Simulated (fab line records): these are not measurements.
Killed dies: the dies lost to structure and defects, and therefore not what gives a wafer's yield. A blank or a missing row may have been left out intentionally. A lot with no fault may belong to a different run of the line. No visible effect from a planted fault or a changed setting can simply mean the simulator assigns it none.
fab line records	flow n5_finfet
record lots=24	wafers=72	last_day=17
route steps=1938 shown BEOL_M3@981
lots with no fault: from the same line, run without faults
start_h: start of the lot's first displayed wafer, in hours after the record's first day	wait_h: how many hours have passed since the lot's step before this one	" identical to the entry in the row above	L1.1+2: several wafers, shown together as one row	- either no value or no given start	* or withheld: withheld	< > ~ a bound
route shown NAME@n: names a module that has steps shown in the file, with the first one's number in the route	usual: average and standard deviation across the fault-free wafers	same: alike in all rows	chamber/n: place in a boat	sites: per-site readings	_std_site: the standard deviation of these	_edge_site: the outer-site mean with the inner-site mean subtracted	radius_mm: how far each site lies from the wafer's centre	mask NAME#n: copy n	behind: the last tool/chamber to shape the wafer	hold: reason for holding the lot/hours on hold/outcome of the hold	device: which transistor (n, p or np) failed to switch	end of line: the same wafers' tests at the end of the route	a step given without rows: its recipe and nothing more	killed: dies that structure and defects cost at the first sort, which is not the same as the wafer's yield	map: shows each die of a wafer: x if killed, . if not, _ if none is there
set.NAME: the run value of the setting; set.NAME@STEP: its run value at that earlier step	model.NAME: the simulator's own value behind a step, which no gauge read
a sample of lots followed through the steps of the route, with each step as a table and each wafer as a row
services: a tool's chamber out of use, with start hour (start_h, from the record's first day; less than 0 if before it), hours out, and reason
## steps
# step N5_BEOL_M3_ETCH_41
# recipe chemistry=CH3F/O2	target=SiCN	target_depth_a=299	taper_deg=2	time_s=52.5	ion_energy_ev=120	mask_material=TiN	pressure_mtorr=30	source_w=395	bias_w=75	Ar_flow_sccm=150	CH3F_flow_sccm=30	O2_flow_sccm=20
# usual drypump_motor_current_A=5.83/0.24	oes_product_au=0.77/0.081	rf_vpp_V=297.3/1.9	showerhead_plenum_p_Torr=2.00/0.082	throttle_valve_pct=16.43/0.21
lot.wafer	tool	chamber	start_h	wait_h	drypump_motor_current_A	oes_product_au	rf_hours_counter_h	rf_vpp_V	showerhead_plenum_p_Torr	throttle_valve_pct
L074.1	rie_diel-04	2	-	-	5.64	0.70	243	294.3	1.90	16.48
L074.4	"	3	"	"	6.22	0.75	165	296.5	2.00	16.62
L074.6	"	2	"	"	5.63	0.70	-	294.8	1.90	16.47
L075.1	rie_diel-05	1	-	-	5.67	0.69	232	297.2	1.99	16.42
L075.2	"	0	"	"	5.82	0.70	218	296.4	1.98	16.74
L075.4	"	3	"	"	6.00	0.76	142	296.3	1.93	16.54
L078.1	rie_diel-03	0	-	-	6.25	0.73	173	299.6	1.99	16.53
L078.3	"	1	"	"	5.56	0.75	168	295.8	1.92	16.45
L078.5	"	2	"	"	5.73	0.76	-	299.9	2.07	16.38
L076.1	rie_diel-05	2	-	-	5.81	0.88	51	299.5	2.14	16.43
L076.3	"	3	"	"	5.99	0.75	147	296.3	1.93	16.54
L076.5	"	0	"	"	5.81	0.69	-	297.3	1.98	16.75
L077.2	rie_diel-03	3	-	-	5.77	0.68	250	295.1	1.90	16.50
L077.3	"	0	"	"	6.25	0.73	173	297.1	1.99	16.55
L077.4	"	1	"	"	5.57	0.76	168	295.8	1.92	16.44
L079.1	rie_diel-04	0	-	-	5.46	0.72	185	295.7	1.92	16.43
L079.2	"	3	"	"	6.22	0.75	173	298.0	2.00	16.64
L079.4	"	3	"	"	6.21	0.74	-	297.2	2.00	16.65
L080.2	rie_diel-05	3	-	-	6.00	0.75	151	295.7	1.93	16.56
L080.4	"	2	"	"	5.79	0.87	56	299.5	2.14	16.45
L080.5	"	1	"	"	5.66	0.69	-	296.1	1.98	16.44
L081.1	rie_diel-03	1	-	-	5.58	0.74	179	296.9	1.92	16.47
L081.5	"	0	"	"	6.29	0.73	-	296.2	1.98	16.56
L081.6	"	1	"	"	5.58	0.74	-	298.0	1.92	16.45
L083.2	rie_diel-05	2	-	-	5.81	0.86	60	299.2	2.13	16.45
L083.4	"	1	"	"	5.66	0.68	246	296.1	1.98	16.46
L083.6	"	2	"	"	5.81	0.87	-	298.0	2.13	16.45
L082.1	rie_diel-04	2	-	-	5.64	0.92	3	299.3	2.14	16.02
L082.4	"	3	"	"	6.22	0.74	180	297.1	2.00	16.65
L082.6	"	3	"	"	6.20	0.73	-	295.5	2.00	16.65
L084.1	rie_diel-05	2	-	-	5.81	0.87	63	298.4	2.13	16.47
L084.2	"	0	"	"	5.81	0.69	233	296.1	1.97	16.78
L084.3	"	1	"	"	5.68	0.68	248	296.6	1.98	16.47
L085.2	rie_diel-03	1	-	-	5.58	0.74	187	294.9	1.92	16.48
L085.3	"	2	"	"	5.73	0.74	167	299.2	2.07	16.45
L085.6	"	2	"	"	5.73	0.75	-	299.7	2.07	16.43
L086.3	rie_diel-04	0	-	-	5.58	0.72	200	296.4	1.91	16.46
L086.4	"	3	"	"	6.20	0.74	187	297.0	1.99	16.67
L086.6	"	3	"	"	6.22	0.73	-	295.9	1.99	16.66
L087.1	rie_diel-04	2	-	-	5.62	0.90	10	300.2	2.14	16.05
L087.2	"	1	"	"	6.02	0.82	92	295.9	1.94	16.08
L087.5	"	0	"	"	5.52	0.71	-	296.3	1.91	16.46
L088.3	rie_diel-04	1	-	-	6.02	0.82	93	296.3	1.94	16.09
L088.4	"	2	"	"	5.61	0.89	12	300.9	2.14	16.05
L088.6	"	2	"	"	5.60	0.88	-	300.4	2.14	16.04
L089.1	rie_diel-03	2	-	-	5.68	0.74	170	298.2	2.07	16.43
L089.3	"	0	"	"	6.27	0.71	196	298.9	1.98	16.59
L089.4	"	3	"	"	5.80	0.94	12	300.7	2.14	16.05
L090.2	rie_diel-03	2	-	-	5.71	0.75	172	300.3	2.07	16.44
L090.5	"	3	"	"	5.79	0.95	-	299.4	2.14	16.04
L090.6	"	0	"	"	6.30	0.72	-	295.6	1.98	16.59
L092.1	rie_diel-03	0	-	-	6.25	0.72	203	297.5	1.98	16.60
L092.2	"	3	"	"	5.74	0.94	18	300.1	2.14	16.06
L092.5	"	1	"	"	5.57	0.73	-	293.8	1.91	16.48
L091.1	rie_diel-05	2	-	-	5.81	0.83	82	301.0	2.13	16.51
L091.4	"	1	"	"	5.66	0.95	-	297.3	1.98	16.01
L091.5	"	2	"	"	5.80	0.84	-	299.3	2.13	16.49
L093.1	rie_diel-03	2	-	-	5.69	0.73	180	298.7	2.06	16.44
L093.3	"	1	"	"	5.58	0.73	200	294.6	1.91	16.50
L093.4	"	0	"	"	6.27	0.71	206	294.9	1.98	16.61
L095.1	rie_diel-03	0	-	-	6.25	0.72	209	296.5	1.98	16.62
L095.2	"	1	"	"	5.57	0.74	203	295.4	1.91	16.52
L095.3	"	3	"	"	5.77	0.92	25	300.5	2.14	16.06
L094.2	rie_diel-04	0	-	-	5.49	0.71	211	295.8	1.91	16.47
L094.3	"	3	"	"	6.18	0.72	207	295.9	1.99	16.71
L094.6	"	0	"	"	5.54	0.71	-	295.6	1.91	16.48
L096.1	rie_diel-05	3	-	-	6.01	0.72	185	295.2	1.92	16.61
L096.4	"	1	"	"	5.67	0.93	17	297.4	1.97	16.01
L096.5	"	3	"	"	5.99	0.72	-	295.9	1.92	16.63
L097.2	rie_diel-03	0	-	-	6.30	0.71	212	297.8	1.97	16.63
L097.4	"	1	"	"	5.56	0.72	207	295.1	1.91	16.51
L097.5	"	3	"	"	5.78	0.90	-	299.8	2.14	16.08
# step N5_BEOL_M3_SPUTTER_79
# recipe material=Cu	target_thk_a=45	temp_c=-20	chamber_pressure_pa=0.07	power_w=withheld	time_s=8.29
# usual throttle_valve_pct=30.0/0.63
lot.wafer	tool	chamber	start_h	wait_h	throttle_valve_pct
L074.1	pvd_sputter-01	-	144.30	0.1	29.7
L074.4	"	-	"	"	30.4
L074.6	"	-	"	"	29.6
L075.1	pvd_sputter-01	-	155.43	0.1	29.4
L075.2	"	-	"	"	30.8
L075.4	"	-	"	"	30.1
L078.1	pvd_sputter-01	-	169.84	0.1	29.6
L078.3	"	-	"	"	29.8
L078.5	"	-	"	"	30.0
L076.1	pvd_sputter-02	-	170.84	0.1	29.0
L076.3	"	-	"	"	30.6
L076.5	"	-	"	"	30.5
L077.2	pvd_sputter-03	-	170.94	0.1	30.6
L077.3	"	-	"	"	29.3
L077.4	"	-	"	"	29.8
L079.1	pvd_sputter-01	-	174.16	0.1	29.7
L079.2	"	-	"	"	29.8
L079.4	"	-	"	"	30.7
L080.2	pvd_sputter-03	-	184.10	0.1	31.0
L080.4	"	-	"	"	28.9
L080.5	"	-	"	"	29.7
L081.1	pvd_sputter-03	-	195.89	0.1	30.2
L081.5	"	-	"	"	30.9
L081.6	"	-	"	"	29.6
L083.2	pvd_sputter-02	-	198.93	0.1	29.3
L083.4	"	-	"	"	31.3
L083.6	"	-	"	"	30.9
L082.1	pvd_sputter-01	-	199.25	0.1	30.0
L082.4	"	-	"	"	30.6
L082.6	"	-	"	"	30.4
L084.1	pvd_sputter-01	-	205.77	0.1	30.6
L084.2	"	-	"	"	29.6
L084.3	"	-	"	"	29.9
L085.2	pvd_sputter-03	-	224.53	0.1	29.5
L085.3	"	-	"	"	29.2
L085.6	"	-	"	"	30.0
L086.3	pvd_sputter-01	-	226.58	0.1	30.9
L086.4	"	-	"	"	29.9
L086.6	"	-	"	"	30.2
L087.1	pvd_sputter-02	-	228.31	0.1	29.1
L087.2	"	-	"	"	29.3
L087.5	"	-	"	"	29.5
L088.3	pvd_sputter-01	-	235.76	0.1	30.2
L088.4	"	-	"	"	29.8
L088.6	"	-	"	"	29.4
L089.1	pvd_sputter-01	-	237.64	0.1	30.0
L089.3	"	-	"	"	30.5
L089.4	"	-	"	"	29.7
L090.2	pvd_sputter-02	-	240.74	0.1	31.1
L090.5	"	-	"	"	30.7
L090.6	"	-	"	"	29.5
L092.1	pvd_sputter-02	-	254.29	0.1	30.9
L092.2	"	-	"	"	29.0
L092.5	"	-	"	"	30.9
L091.1	pvd_sputter-01	-	257.84	0.1	29.8
L091.4	"	-	"	"	29.7
L091.5	"	-	"	"	29.8
L093.1	pvd_sputter-03	-	265.02	0.1	29.3
L093.3	"	-	"	"	31.0
L093.4	"	-	"	"	30.5
L095.1	pvd_sputter-02	-	274.31	0.1	31.3
L095.2	"	-	"	"	30.7
L095.3	"	-	"	"	29.3
L094.2	pvd_sputter-01	-	282.40	0.1	29.8
L094.3	"	-	"	"	30.3
L094.6	"	-	"	"	29.7
L096.1	pvd_sputter-02	-	282.81	0.1	29.1
L096.4	"	-	"	"	31.2
L096.5	"	-	"	"	29.2
L097.2	pvd_sputter-03	-	283.09	0.1	31.0
L097.4	"	-	"	"	29.6
L097.5	"	-	"	"	30.7
# step N5_BEOL_M3_ANNEAL_82
# recipe temp_c=400	time_s=240	ambient=vacuum
# usual heater_power_w=777/85
lot.wafer	tool	chamber	start_h	wait_h	heater_power_w
L074.1	pvd_sputter-01	-	144.60	0.0	673
L074.4	"	-	"	"	870
L074.6	"	-	"	"	794
L075.1	pvd_sputter-01	-	155.73	0.0	772
L075.2	"	-	"	"	883
L075.4	"	-	"	"	677
L078.1	pvd_sputter-01	-	170.14	0.0	767
L078.3	"	-	"	"	645
L078.5	"	-	"	"	700
L076.1	pvd_sputter-02	-	171.14	0.0	968
L076.3	"	-	"	"	780
L076.5	"	-	"	"	786
L077.2	pvd_sputter-03	-	171.24	0.0	758
L077.3	"	-	"	"	844
L077.4	"	-	"	"	800
L079.1	pvd_sputter-01	-	174.46	0.0	767
L079.2	"	-	"	"	688
L079.4	"	-	"	"	870
L080.2	pvd_sputter-03	-	184.40	0.0	791
L080.4	"	-	"	"	840
L080.5	"	-	"	"	824
L081.1	pvd_sputter-03	-	196.19	0.0	761
L081.5	"	-	"	"	792
L081.6	"	-	"	"	812
L083.2	pvd_sputter-02	-	199.23	0.0	692
L083.4	"	-	"	"	722
L083.6	"	-	"	"	717
L082.1	pvd_sputter-01	-	199.55	0.0	670
L082.4	"	-	"	"	866
L082.6	"	-	"	"	872
L084.1	pvd_sputter-01	-	206.07	0.0	869
L084.2	"	-	"	"	765
L084.3	"	-	"	"	658
L085.2	pvd_sputter-03	-	224.83	0.0	805
L085.3	"	-	"	"	850
L085.6	"	-	"	"	798
L086.3	pvd_sputter-01	-	226.88	0.0	857
L086.4	"	-	"	"	695
L086.6	"	-	"	"	695
L087.1	pvd_sputter-02	-	228.61	0.0	681
L087.2	"	-	"	"	966
L087.5	"	-	"	"	982
L088.3	pvd_sputter-01	-	236.06	0.0	670
L088.4	"	-	"	"	775
L088.6	"	-	"	"	784
L089.1	pvd_sputter-01	-	237.94	0.0	679
L089.3	"	-	"	"	876
L089.4	"	-	"	"	793
L090.2	pvd_sputter-02	-	241.04	0.0	734
L090.5	"	-	"	"	779
L090.6	"	-	"	"	989
L092.1	pvd_sputter-02	-	254.59	0.0	729
L092.2	"	-	"	"	952
L092.5	"	-	"	"	753
L091.1	pvd_sputter-01	-	258.14	0.0	780
L091.4	"	-	"	"	660
L091.5	"	-	"	"	665
L093.1	pvd_sputter-03	-	265.32	0.0	867
L093.3	"	-	"	"	807
L093.4	"	-	"	"	773
L095.1	pvd_sputter-02	-	274.61	0.0	726
L095.2	"	-	"	"	769
L095.3	"	-	"	"	984
L094.2	pvd_sputter-01	-	282.70	0.0	777
L094.3	"	-	"	"	689
L094.6	"	-	"	"	770
L096.1	pvd_sputter-02	-	283.11	0.0	710
L096.4	"	-	"	"	714
L096.5	"	-	"	"	701
L097.2	pvd_sputter-03	-	283.39	0.0	783
L097.4	"	-	"	"	804
L097.5	"	-	"	"	777
# step N5_BEOL_M3_SPUTTER_88
# recipe material=Cu	target_thk_a=45	temp_c=-20	chamber_pressure_pa=0.07	power_w=withheld	time_s=8.29
# usual throttle_valve_pct=30.0/0.63
lot.wafer	tool	chamber	start_h	wait_h	throttle_valve_pct
L074.1	pvd_sputter-01	-	144.96	0.1	29.8
L074.4	"	-	"	"	30.4
L074.6	"	-	"	"	29.5
L075.1	pvd_sputter-01	-	156.09	0.1	30.0
L075.2	"	-	"	"	30.3
L075.4	"	-	"	"	30.4
L078.1	pvd_sputter-01	-	170.50	0.1	29.5
L078.3	"	-	"	"	30.0
L078.5	"	-	"	"	30.2
L076.1	pvd_sputter-02	-	171.50	0.1	29.5
L076.3	"	-	"	"	30.9
L076.5	"	-	"	"	30.7
L077.2	pvd_sputter-03	-	171.60	0.1	30.5
L077.3	"	-	"	"	29.1
L077.4	"	-	"	"	29.8
L079.1	pvd_sputter-01	-	174.82	0.1	29.7
L079.2	"	-	"	"	30.2
L079.4	"	-	"	"	30.7
L080.2	pvd_sputter-03	-	184.76	0.1	31.2
L080.4	"	-	"	"	29.1
L080.5	"	-	"	"	29.6
L081.1	pvd_sputter-03	-	196.55	0.1	30.4
L081.5	"	-	"	"	31.1
L081.6	"	-	"	"	29.8
L083.2	pvd_sputter-02	-	199.59	0.1	29.1
L083.4	"	-	"	"	31.2
L083.6	"	-	"	"	31.3
L082.1	pvd_sputter-01	-	199.91	0.1	29.6
L082.4	"	-	"	"	30.3
L082.6	"	-	"	"	30.6
L084.1	pvd_sputter-01	-	206.43	0.1	30.6
L084.2	"	-	"	"	29.8
L084.3	"	-	"	"	29.9
L085.2	pvd_sputter-03	-	225.19	0.1	29.4
L085.3	"	-	"	"	29.4
L085.6	"	-	"	"	29.7
L086.3	pvd_sputter-01	-	227.24	0.1	30.4
L086.4	"	-	"	"	30.3
L086.6	"	-	"	"	30.3
L087.1	pvd_sputter-02	-	228.97	0.1	29.2
L087.2	"	-	"	"	29.3
L087.5	"	-	"	"	29.2
L088.3	pvd_sputter-01	-	236.42	0.1	30.0
L088.4	"	-	"	"	29.4
L088.6	"	-	"	"	30.0
L089.1	pvd_sputter-01	-	238.30	0.1	30.1
L089.3	"	-	"	"	30.5
L089.4	"	-	"	"	29.9
L090.2	pvd_sputter-02	-	241.40	0.1	31.4
L090.5	"	-	"	"	30.8
L090.6	"	-	"	"	29.3
L092.1	pvd_sputter-02	-	254.95	0.1	31.0
L092.2	"	-	"	"	29.4
L092.5	"	-	"	"	30.9
L091.1	pvd_sputter-01	-	258.50	0.1	29.7
L091.4	"	-	"	"	29.9
L091.5	"	-	"	"	30.0
L093.1	pvd_sputter-03	-	265.68	0.1	29.3
L093.3	"	-	"	"	31.0
L093.4	"	-	"	"	30.3
L095.1	pvd_sputter-02	-	274.97	0.1	31.3
L095.2	"	-	"	"	30.7
L095.3	"	-	"	"	29.4
L094.2	pvd_sputter-01	-	283.06	0.1	29.5
L094.3	"	-	"	"	30.5
L094.6	"	-	"	"	29.6
L096.1	pvd_sputter-02	-	283.47	0.1	29.1
L096.4	"	-	"	"	31.3
L096.5	"	-	"	"	29.1
L097.2	pvd_sputter-03	-	283.75	0.1	31.1
L097.4	"	-	"	"	29.5
L097.5	"	-	"	"	31.1
# step N5_BEOL_M3_ANNEAL_91
# recipe temp_c=400	time_s=240	ambient=vacuum
# usual heater_power_w=780/84
lot.wafer	tool	chamber	start_h	wait_h	heater_power_w
L074.1	pvd_sputter-01	-	145.26	0.0	653
L074.4	"	-	"	"	877
L074.6	"	-	"	"	774
L075.1	pvd_sputter-01	-	156.39	0.0	785
L075.2	"	-	"	"	872
L075.4	"	-	"	"	696
L078.1	pvd_sputter-01	-	170.80	0.0	765
L078.3	"	-	"	"	657
L078.5	"	-	"	"	703
L076.1	pvd_sputter-02	-	171.80	0.0	935
L076.3	"	-	"	"	773
L076.5	"	-	"	"	795
L077.2	pvd_sputter-03	-	171.90	0.0	774
L077.3	"	-	"	"	832
L077.4	"	-	"	"	808
L079.1	pvd_sputter-01	-	175.12	0.0	759
L079.2	"	-	"	"	678
L079.4	"	-	"	"	858
L080.2	pvd_sputter-03	-	185.06	0.0	776
L080.4	"	-	"	"	853
L080.5	"	-	"	"	810
L081.1	pvd_sputter-03	-	196.85	0.0	764
L081.5	"	-	"	"	773
L081.6	"	-	"	"	815
L083.2	pvd_sputter-02	-	199.89	0.0	709
L083.4	"	-	"	"	727
L083.6	"	-	"	"	735
L082.1	pvd_sputter-01	-	200.21	0.0	659
L082.4	"	-	"	"	873
L082.6	"	-	"	"	862
L084.1	pvd_sputter-01	-	206.73	0.0	865
L084.2	"	-	"	"	765
L084.3	"	-	"	"	672
L085.2	pvd_sputter-03	-	225.49	0.0	807
L085.3	"	-	"	"	847
L085.6	"	-	"	"	800
L086.3	pvd_sputter-01	-	227.54	0.0	864
L086.4	"	-	"	"	700
L086.6	"	-	"	"	701
L087.1	pvd_sputter-02	-	229.27	0.0	693
L087.2	"	-	"	"	958
L087.5	"	-	"	"	991
L088.3	pvd_sputter-01	-	236.72	0.0	664
L088.4	"	-	"	"	760
L088.6	"	-	"	"	793
L089.1	pvd_sputter-01	-	238.60	0.0	694
L089.3	"	-	"	"	882
L089.4	"	-	"	"	769
L090.2	pvd_sputter-02	-	241.70	0.0	715
L090.5	"	-	"	"	785
L090.6	"	-	"	"	947
L092.1	pvd_sputter-02	-	255.25	0.0	730
L092.2	"	-	"	"	988
L092.5	"	-	"	"	785
L091.1	pvd_sputter-01	-	258.80	0.0	761
L091.4	"	-	"	"	679
L091.5	"	-	"	"	679
L093.1	pvd_sputter-03	-	265.98	0.0	857
L093.3	"	-	"	"	787
L093.4	"	-	"	"	739
L095.1	pvd_sputter-02	-	275.27	0.0	736
L095.2	"	-	"	"	781
L095.3	"	-	"	"	967
L094.2	pvd_sputter-01	-	283.36	0.0	777
L094.3	"	-	"	"	694
L094.6	"	-	"	"	786
L096.1	pvd_sputter-02	-	283.77	0.0	714
L096.4	"	-	"	"	709
L096.5	"	-	"	"	704
L097.2	pvd_sputter-03	-	284.05	0.0	783
L097.4	"	-	"	"	817
L097.5	"	-	"	"	805
# step N5_BEOL_M3_INSPECT_59
# recipe inspect_instrument=darkfield	mode=post_dep
# usual raw_defect_count=64/19
lot.wafer	tool	chamber	start_h	wait_h	raw_defect_count
L074.1	defect_inspect-02	-	146.92	0.0	53
L074.4	"	-	"	"	54
L074.6	"	-	"	"	48
L075.1	defect_inspect-01	-	158.05	0.0	42
L075.2	"	-	"	"	42
L075.4	"	-	"	"	66
L078.1	defect_inspect-01	-	172.45	0.0	50
L078.3	"	-	"	"	53
L078.5	"	-	"	"	61
L076.1	defect_inspect-02	-	173.45	0.0	48
L076.3	"	-	"	"	56
L076.5	"	-	"	"	47
L077.2	defect_inspect-02	-	173.57	0.0	89
L077.3	"	-	"	"	105
L077.4	"	-	"	"	69
L079.1	defect_inspect-02	-	176.77	0.0	85
L079.2	"	-	"	"	78
L079.4	"	-	"	"	100
L080.2	defect_inspect-02	-	187.05	0.0	38
L080.4	"	-	"	"	41
L080.5	"	-	"	"	69
L081.1	defect_inspect-02	-	198.52	0.0	56
L081.5	"	-	"	"	52
L081.6	"	-	"	"	44
L083.2	defect_inspect-02	-	201.56	0.0	49
L083.4	"	-	"	"	33
L083.6	"	-	"	"	39
L082.1	defect_inspect-02	-	201.89	0.0	81
L082.4	"	-	"	"	63
L082.6	"	-	"	"	58
L084.1	defect_inspect-01	-	208.41	0.0	92
L084.2	"	-	"	"	53
L084.3	"	-	"	"	86
L085.2	defect_inspect-01	-	227.15	0.0	34
L085.3	"	-	"	"	50
L085.6	"	-	"	"	41
L086.3	defect_inspect-02	-	229.26	0.0	65
L086.4	"	-	"	"	64
L086.6	"	-	"	"	42
L087.1	defect_inspect-01	-	230.96	0.0	37
L087.2	"	-	"	"	63
L087.5	"	-	"	"	77
L088.3	defect_inspect-02	-	239.05	0.0	65
L088.4	"	-	"	"	54
L088.6	"	-	"	"	47
L089.1	defect_inspect-02	-	240.26	0.0	68
L089.3	"	-	"	"	58
L089.4	"	-	"	"	74
L090.2	defect_inspect-01	-	243.35	0.0	74
L090.5	"	-	"	"	126
L090.6	"	-	"	"	76
L092.1	defect_inspect-01	-	257.25	0.0	54
L092.2	"	-	"	"	42
L092.5	"	-	"	"	56
L091.1	defect_inspect-01	-	260.45	0.0	72
L091.4	"	-	"	"	66
L091.5	"	-	"	"	74
L093.1	defect_inspect-02	-	267.68	0.0	56
L093.3	"	-	"	"	69
L093.4	"	-	"	"	51
L095.1	defect_inspect-01	-	276.94	0.0	64
L095.2	"	-	"	"	91
L095.3	"	-	"	"	46
L094.2	defect_inspect-02	-	285.01	0.0	104
L094.3	"	-	"	"	54
L094.6	"	-	"	"	78
L096.1	defect_inspect-02	-	285.42	0.0	40
L096.4	"	-	"	"	53
L096.5	"	-	"	"	117
L097.2	defect_inspect-01	-	285.71	0.0	83
L097.4	"	-	"	"	70
L097.5	"	-	"	"	77
## services
tool	chamber	start_h	hours	kind
pvd_sputter-02	-	153.89	1.6	repair
rie_diel-05	2	156.09	5.9	repair
rie_diel-03	-	158.81	0.4	repair
rie_diel-04	2	166.33	-	clean
rie_diel-04	2	166.33	-	consumable_replace:esc
rie_diel-04	2	166.33	-	consumable_replace:focus_ring
rie_diel-04	2	166.33	-	consumable_replace:showerhead
rie_diel-04	2	166.33	17.8	scheduled_down
rie_diel-04	2	166.33	17.8	vent_cycle
rie_diel-03	3	173.66	-	clean
rie_diel-03	3	173.66	-	consumable_replace:focus_ring
rie_diel-03	3	173.66	-	consumable_replace:showerhead
rie_diel-03	3	173.66	21.4	scheduled_down
rie_diel-03	3	173.66	21.4	vent_cycle
rie_diel-05	1	210.42	-	clean
rie_diel-05	1	210.42	-	consumable_replace:focus_ring
rie_diel-05	1	210.42	23.2	scheduled_down
rie_diel-04	-	234.11	1.7	repair
rie_diel-04	0	248.92	19.3	repair
rie_diel-05	-	261.73	0.6	repair
rie_diel-05	-	266.08	0.8	repair
rie_diel-04	1	276.61	5.4	repair
rie_diel-04	-	281.45	0.4	repair
rie_diel-04	1	283.72	16.7	repair
## key
fault none
